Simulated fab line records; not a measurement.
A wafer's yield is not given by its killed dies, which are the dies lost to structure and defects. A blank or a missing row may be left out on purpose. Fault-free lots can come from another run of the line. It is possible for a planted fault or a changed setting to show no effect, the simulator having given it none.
A single fault, viewed from 2 desks -- flow n5 finfet -- each desk holds nothing but its own numbers, with what lay behind them at the end

FROM THE METROLOGY DESK
Means of the sampled wafers that have a number, per lot and without regard to the tool the lot ran on: this is what the gauges read. Marked OUT: a lot whose mean sits more than 4 standard deviations from the usual mean, which makes it out of limits; the brackets give that distance. 7 of its 11 readings are shown, namely those furthest out on some lot.
Columns: A = cd nm at N5_SD_EPI_P_CD_MEAS_09, usual 240.2 nm; B = DIBL_P at N5_BEOL_M4_RC_MEAS_101, usual 35.9 mV/V; C = IOFF_P at N5_BEOL_M4_RC_MEAS_101, usual 0.21 nA/um; D = ION_N at N5_BEOL_M4_RC_MEAS_101, usual 675 uA/um; E = ION_P at N5_BEOL_M4_RC_MEAS_101, usual 463 uA/um; F = VT_N at N5_BEOL_M4_RC_MEAS_101, usual 250 mV; G = VT_P at N5_BEOL_M4_RC_MEAS_101, usual -251 mV
lot,first seen here,A,B,C,D,E,F,G
L230,day 3 08:19,238.9,33.0,0.18,665,461,253,-251
L232,day 3 17:11,240.3,36.0,0.19,670,458,251,-253
L235,day 4 15:44,239.9,35.7,0.20,676,461,249,-251
L237,day 5 00:31,240.7,34.6,0.19,676,467,251,-249
L243,day 6 12:45,240.1,34.2,0.19,670,463,250,-250
L244,day 6 17:37,239.8,36.8,0.26,681,475,250,-248
L251,day 8 10:41,241.1,33.8,0.22,668,464,252,-248
L252,day 8 19:06,240.6,38.0,0.23,683,465,245,-251
L253,day 8 22:56,240.2,37.2,0.26,692,477,245,-246
This desk's verdict: no lot among the 9 shows anything out of limits.

THE TOOL OWNER'S DESK: rie diel-05
The tool's own readings at N5_SD_EPI_P_ETCH_47 (etches SiOCN in CH3F/O2, target depth 25 nm): means of the sampled wafers that have a number, for each lot that ran on this tool. Marked OUT: a lot whose mean sits more than 4 standard deviations from the usual mean, which makes it out of limits; the brackets give that distance.
Columns: A = drypump motor current A at N5_SD_EPI_P_ETCH_47, usual 5.8 A; B = mfc ar sccm at N5_SD_EPI_P_ETCH_47, usual 150.0 sccm; C = oes product au at N5_SD_EPI_P_ETCH_47, usual 0.80 a.u.; D = rf vpp V at N5_SD_EPI_P_ETCH_47, usual 128.2 V; E = showerhead plenum p Torr at N5_SD_EPI_P_ETCH_47, usual 2.00 Torr; F = throttle valve pct at N5_SD_EPI_P_ETCH_47, usual 16.21 %
lot,first seen here,A,B,C,D,E,F
L235,day 4 16:28,5.8,149.8,0.79,127.0,2.02,16.14
L237,day 5 01:45,5.8,150.4,0.82,124.3,2.04,16.03
L243,day 6 13:28,5.7,150.0,0.85,126.3,2.02,16.16
L244,day 6 18:13,5.9,149.8,0.95,124.0,2.02,16.04
This desk's verdict: no lot among the 4 shows anything out of limits.

TAKEN TOGETHER
Metrology desk: nothing out of limits seen.
Nothing out of limits was seen by the tool owner's desk.

WHAT THE SIMULATOR PUT IN
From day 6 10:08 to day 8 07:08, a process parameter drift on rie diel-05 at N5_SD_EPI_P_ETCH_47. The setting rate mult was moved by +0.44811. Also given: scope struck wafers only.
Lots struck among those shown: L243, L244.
